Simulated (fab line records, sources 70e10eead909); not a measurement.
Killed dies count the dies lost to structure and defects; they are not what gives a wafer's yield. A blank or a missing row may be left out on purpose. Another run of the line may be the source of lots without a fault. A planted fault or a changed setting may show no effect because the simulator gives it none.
Chamber matching ; flow nandHarc ; aldMetal-01 running NHARC_P_CONTACT_ALD_22: 4 sister chambers
The step deposits TiN, target thk 3 nm, pulse time 1 s, ald cycles 150. 18 wafers are shown with their chamber, then 9 later ones without.

== WAFERS PAIRED WITH THEIR CHAMBERS ==
wafer;chamber;heaterPowerW (W);precursorPulseHeightRel;susceptorTempC (C)
L077.1;2;1052;1.020;450.37
L077.2;1;1042;0.998;450.06
L077.5;3;1036;1.024;450.08
L078.4;1;1028;1.026;449.81
L078.5;3;1038;0.988;449.58
L078.6;2;1045;0.995;450.19
L082.2;2;1017;1.045;449.45
L082.4;1;1093;1.026;449.76
L082.6;1;1114;0.980;449.65
L085.1;1;1098;1.009;450.28
L085.3;0;1047;0.980;450.20
L085.6;1;1108;0.977;450.39
L086.2;3;1033;1.009;450.07
L086.4;3;1032;1.003;450.07
L086.6;0;1032;0.979;449.83
L088.3;3;1006;0.980;449.88
L088.5;0;1054;0.991;450.05
L088.6;3;1009;1.000;450.18

SIGNATURES (averages over the wafers above)
reading;chamber 0;chamber 1;chamber 2;chamber 3;scatter within a chamber
heaterPowerW;1044.33;1080.50;1038.00;1025.67;24.7
precursorPulseHeightRel;0.98333;1.00267;1.02000;1.00067;0.0186
susceptorTempC;450.0267;449.9917;450.0033;449.9767;0.296
Rule: a wafer's distance from a chamber is the root of the sum, over the readings, of the square of ((its reading less the chamber's mean) divided by the reading's scatter). The wafer belongs to the nearest chamber; if the next one is less than 2 further off, it can't be placed. The scatter: take each reading less its chamber's mean, square it, sum over the shown wafers, divide by the number of wafers less the number of chambers, and take the root.

== WAFERS WHOSE CHAMBER IS MISSING ==
wafer;heaterPowerW (W);precursorPulseHeightRel;susceptorTempC (C)
L090.1;1088;0.981;450.54
L090.2;984;0.975;450.19
L090.3;1009;0.978;449.86
L092.1;1067;0.987;450.55
L092.3;1026;0.978;449.94
L092.5;1084;1.008;449.61
L096.4;1020;0.994;449.90
L096.5;983;1.019;450.04
L096.6;1094;0.977;450.08

== WHICH CHAMBER EACH ONE RAN IN ==
wafer;from the rows above;in truth
L090.1;can't be placed: 1 or 0 or 3 or 2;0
L090.2;can't be placed: 3 or 0 or 2 or 1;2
L090.3;can't be placed: 3 or 0 or 2 or 1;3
L092.1;can't be placed: 0 or 1 or 3 or 2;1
L092.3;can't be placed: 0 or 3 or 2 or 1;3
L092.5;can't be placed: 1 or 2 or 0 or 3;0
L096.4;can't be placed: 3 or 0 or 2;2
L096.5;can't be placed: 3 or 2 or 0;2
L096.6;can't be placed: 1 or 0 or 3 or 2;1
Placed correctly: 0 of 9. From these rows, 9 cannot be placed; in 9 the true chamber is one of the candidates. 0 placed wrongly.
